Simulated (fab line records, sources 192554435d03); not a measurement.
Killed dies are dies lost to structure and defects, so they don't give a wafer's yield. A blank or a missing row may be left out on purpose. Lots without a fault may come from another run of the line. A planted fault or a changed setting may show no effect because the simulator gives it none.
Which tool did it? | flow n5_finfet | 6 lots, 15 wafers sampled, at 2 steps of a route of 1938

WHAT THE GAUGES READ, wafer by wafer
N5_BEOL_M2_OVL_MEAS_12.
lot  | measured     | on         | M2_OVL (nm)
L450 | day 7 02:28  | overlay-01 | -0.6 0.2 -0.5
L454 | day 8 08:22  | overlay-01 | -0.6 -0.6 -0.3
L459 | day 9 03:35  | overlay-02 | 0.3 -0.6
L464 | day 10 12:08 | overlay-02 | 0.2
L467 | day 11 10:16 | overlay-01 | 0.7 1.8 -0.3
L469 | day 13 14:47 | overlay-01 | -0.3 -0.5 -0.8

WHICH TOOL RAN EACH LOT (tool, then ch and the chambers of the sampled wafers, then the start)
lot  | N5_BEOL_M1_ANNEAL_87
L450 | pvd_sputter-02, day 6 21:14
L454 | pvd_sputter-02, day 7 23:27
L459 | pvd_sputter-03, day 9 00:19
L464 | pvd_sputter-01, day 10 09:09
L467 | pvd_sputter-02, day 11 07:19
L469 | pvd_sputter-02, day 12 02:53
- N5_BEOL_M1_ANNEAL_87: time 240 s.

THE ANSWER, worked out from the rows above alone
Rule: what is usual is taken from the lots themselves. Put in order of their means at a reading, lots are off if they are a third of the lots or fewer, leave a main group of 4 or more, and stand apart from it by a gap of 3 or more times the standard deviation of the main group's means; of several such gaps the widest counts. A main group whose means are all the same, to the digits that the tables above print for the reading, isn't used. A lot without any number at a reading at which 4 lots or more have one is off too. The other lots that the step has rows for count as sound.
No lot is off at any reading shown: from this, nothing can be told.

WHAT THE SIMULATOR HAD PUT IN
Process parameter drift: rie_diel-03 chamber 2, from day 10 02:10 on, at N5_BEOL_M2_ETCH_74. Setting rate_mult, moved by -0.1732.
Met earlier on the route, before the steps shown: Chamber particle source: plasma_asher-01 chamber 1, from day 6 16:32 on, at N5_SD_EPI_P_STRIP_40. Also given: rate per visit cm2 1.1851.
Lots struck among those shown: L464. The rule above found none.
